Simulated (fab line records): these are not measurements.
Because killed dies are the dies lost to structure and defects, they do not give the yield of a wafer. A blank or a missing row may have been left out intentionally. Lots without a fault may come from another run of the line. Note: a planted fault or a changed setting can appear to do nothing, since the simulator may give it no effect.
Which tool did it? -- flow nand-harc -- Sampling: 12 lots, 36 wafers, 5 of 1159 route steps

== WHAT EACH GAUGE READ, for each wafer ==
NHARC_P_M0_INSPECT_27.
lot,measured,on,raw-defect-count
L278,day 6 01:22,defect-inspect-02,195 204 161
L277,day 6 01:56,defect-inspect-01,331 307 314
L281,day 6 23:05,defect-inspect-02,238 293 214
L282,day 7 05:13,defect-inspect-01,208 238 123
L283,day 7 10:56,defect-inspect-01,163 330 288
L285,day 7 22:58,defect-inspect-01,248 211 256
L287,day 8 20:42,defect-inspect-02,173 268 300
L291,day 9 08:58,defect-inspect-01,514 329 283
L293,day 10 03:53,defect-inspect-01,224 250 226
L294,day 10 07:27,defect-inspect-02,496 655 682
L295,day 10 09:58,defect-inspect-02,152 270 123
L299,day 11 12:14,defect-inspect-02,606 683 254

NHARC_END_SORT_01.
lot,measured,on,defect-limited-yield (%),killed-at-array,killed-at-other,killed-at-periphery,killed-dies,killed-open,killed-short,sort_bin_2_pct (%),sort_bin_3_pct (%),sort_bin_4_pct (%),sort-n-pass,sort-rim-yield-pct (%),sort-yield-pct (%)
L295,day 25 15:17,prober-01,98.5 98.1 98.1,7 13 11,0 0 0,3 0 2,10 13 13,2 3 2,1 0 1,0.4 0.7 0.4,0 0.44 0,1.0 0.7 1.5,667 664 664,99 98 95,98.5 98.1 98.1
L299,day 25 23:50,prober-01,97.0 97.3 96.6,17 17 19,0 0 1,3 1 3,20 18 23,3 3 3,3 2 2,0.7 0.7 0.7,0.15 0 0,2.1 1.9 2.7,657 659 654,92 98 95,97.0 97.3 96.6

== TOOL THAT RAN EACH LOT (tool first, then ch and the chambers of the sampled wafers, then the start) ==
lot,NHARC_P_M0_PRE_CLEAN_29,NHARC_P_M1_SOFTBAKE_04,NHARC_P_M1_ETCH_28
L278,"pvd-sputter-03, day 6 01:22 or earlier","litho-track-01 ch 0, day 6 03:00","rie-diel-05 ch 0,2,3, no start"
L277,"pvd-sputter-01, day 6 01:56 or earlier","litho-track-04 ch 0, day 6 03:00","rie-diel-07 ch 0,1, no start"
L281,"pvd-sputter-02, day 6 23:05 or earlier","litho-track-01 ch 0, day 7 00:00","rie-diel-07 ch 1,3, no start"
L282,"pvd-sputter-01, day 7 05:13 or earlier","litho-track-01 ch 0, day 7 06:00","rie-diel-05 ch 0,1,2, no start"
L283,"pvd-sputter-02, day 7 10:56 or earlier","litho-track-01 ch 0, day 7 12:00","rie-diel-07 ch 0,2, no start"
L285,"pvd-sputter-03, day 7 22:58 or earlier","litho-track-04 ch 0, day 8 00:00","rie-diel-11 ch 0,2,3, no start"
L287,"pvd-sputter-01, day 8 20:42 or earlier","litho-track-01 ch 0, day 8 21:00","rie-diel-07 ch 2,3, no start"
L291,"pvd-sputter-01, day 9 08:58 or earlier","litho-track-01 ch 0, day 9 09:00","rie-diel-07 ch 0,1, no start"
L293,"pvd-sputter-01, day 10 03:53 or earlier","litho-track-01 ch 0, day 10 04:00","rie-diel-05 ch 0,1,3, no start"
L294,"pvd-sputter-01, day 10 07:27 or earlier","litho-track-06 ch 0, day 10 08:00","rie-diel-07 ch 0,1,2, no start"
L295,"pvd-sputter-02, day 10 09:58 or earlier","litho-track-04 ch 0, day 10 11:00","rie-diel-05 ch 0,3, day 25 15:17 or earlier"
L299,"pvd-sputter-01, day 11 12:14 or earlier","litho-track-06 ch 0, day 11 13:00","rie-diel-07 ch 1,2, day 25 23:50 or earlier"
- NHARC_P_M0_PRE_CLEAN_29: time 30 s.
- NHARC_P_M1_SOFTBAKE_04: time 55 s.
- NHARC_P_M1_ETCH_28: etches the open film in CF4/N2, target depth 30 nm, time 72.99 s.

== AS READ BY THE TOOLS THEMSELVES (means over the sampled wafers that have a number; for cases with no such wafer, the mark the record gives instead) ==
NHARC_P_M0_PRE_CLEAN_29.
lot,tool,heater-power-w (W)
L278,pvd-sputter-03,387
L277,pvd-sputter-01,420
L281,pvd-sputter-02,398
L282,pvd-sputter-01,459
L283,pvd-sputter-02,407
L285,pvd-sputter-03,396
L287,pvd-sputter-01,460
L291,pvd-sputter-01,439
L293,pvd-sputter-01,448
L294,pvd-sputter-01,432
L295,pvd-sputter-02,401
L299,pvd-sputter-01,453

NHARC_P_M1_SOFTBAKE_04.
lot,tool,chill-plate-temp-C (C),heater-power-total-W (W)
L278,litho-track-01,22.95,188.40
L277,litho-track-04,22.98,188.47
L281,litho-track-01,23.01,188.44
L282,litho-track-01,22.97,188.53
L283,litho-track-01,23.03,188.43
L285,litho-track-04,23.06,188.37
L287,litho-track-01,23.03,188.62
L291,litho-track-01,22.93,173.54
L293,litho-track-01,22.99,173.62
L294,litho-track-06,23.04,188.51
L295,litho-track-04,22.86,188.38
L299,litho-track-06,23.07,188.47

NHARC_P_M1_ETCH_28.
lot,tool,cf4-flow-sccm (sccm),drypump-motor-current-A (A),oes-product-au (a.u.),rf-vpp-V (V),showerhead-plenum-p-Torr (Torr),throttle-valve-pct (%)
L278,rie-diel-05,49.88,6.0,0.997,316.6,2.79,19.788
L277,rie-diel-07,49.99,5.4,0.991,313.8,2.61,19.788
L281,rie-diel-07,49.88,5.7,0.991,313.9,2.58,19.794
L282,rie-diel-05,50.08,5.9,1.006,316.2,2.80,19.801
L283,rie-diel-07,49.68,6.0,1.004,315.1,2.67,19.793
L285,rie-diel-11,50.01,5.6,1.007,315.7,2.67,19.797
L287,rie-diel-07,50.06,6.2,1.004,313.8,2.58,19.783
L291,rie-diel-07,49.92,5.4,0.994,313.9,2.61,19.786
L293,rie-diel-05,49.91,5.5,1.001,316.5,2.79,19.792
L294,rie-diel-07,50.08,5.7,1.003,314.4,2.64,19.787
L295,rie-diel-05,50.01,5.7,1.002,317.2,2.79,19.795
L299,rie-diel-07,49.90,6.1,0.994,313.8,2.66,19.796

== THE ANSWER, worked out from the rows above alone ==
Rule: the usual values come from the lots themselves. Put in order of their means at a reading, lots are off if they are a third of the lots or fewer, leave a main group of 4 or more, and stand apart from it by a gap of 3 or more times the standard deviation of the main group's means; of several such gaps the widest counts. A main group is skipped when, at the precision printed for the reading in the tables above, its means are all equal. A lot without any number at a reading at which 4 lots or more have one is off too. Any other lot the step has rows for is counted as sound. Order of review: gauges by route order, followed by the tools' own readings, for which a lot's mean as printed above is used. At the first step where some lot is off, the reading lying furthest off is the one used; lots without a number count as furthest.
Off: L291, L293, at NHARC_P_M1_SOFTBAKE_04 (heater-power-total-W). Main group: mean 188.46 W, sd 0.072.
A tool fits if, at that step or a process step before it, it ran every lot that is off, and no sound lot after the first of them. NHARC_P_M0_PRE_CLEAN_29: start missing for some lots; hours and lot order therefore follow NHARC_P_M0_INSPECT_27. One candidate fits, namely litho-track-01 at NHARC_P_M1_SOFTBAKE_04. A fault onset in the window from L287 (day 8 21:00, its last sound lot) to L291 (day 9 09:00, its first lot off) fits.
The tool's own readings at NHARC_P_M1_SOFTBAKE_04 bear it out: on the lots that are off they differ by more than 5 times the standard deviation of the sound lots' means. heater-power-total-W reads 173.58 W there against 188.46 W on the sound lots.

== WHAT THE SIMULATOR HAD PUT IN ==
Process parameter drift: litho-track-01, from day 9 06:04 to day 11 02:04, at NHARC_P_M1_SOFTBAKE_04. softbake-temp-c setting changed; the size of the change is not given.
Shown lots that were struck: L291, L293. The rule above reached the same finding.
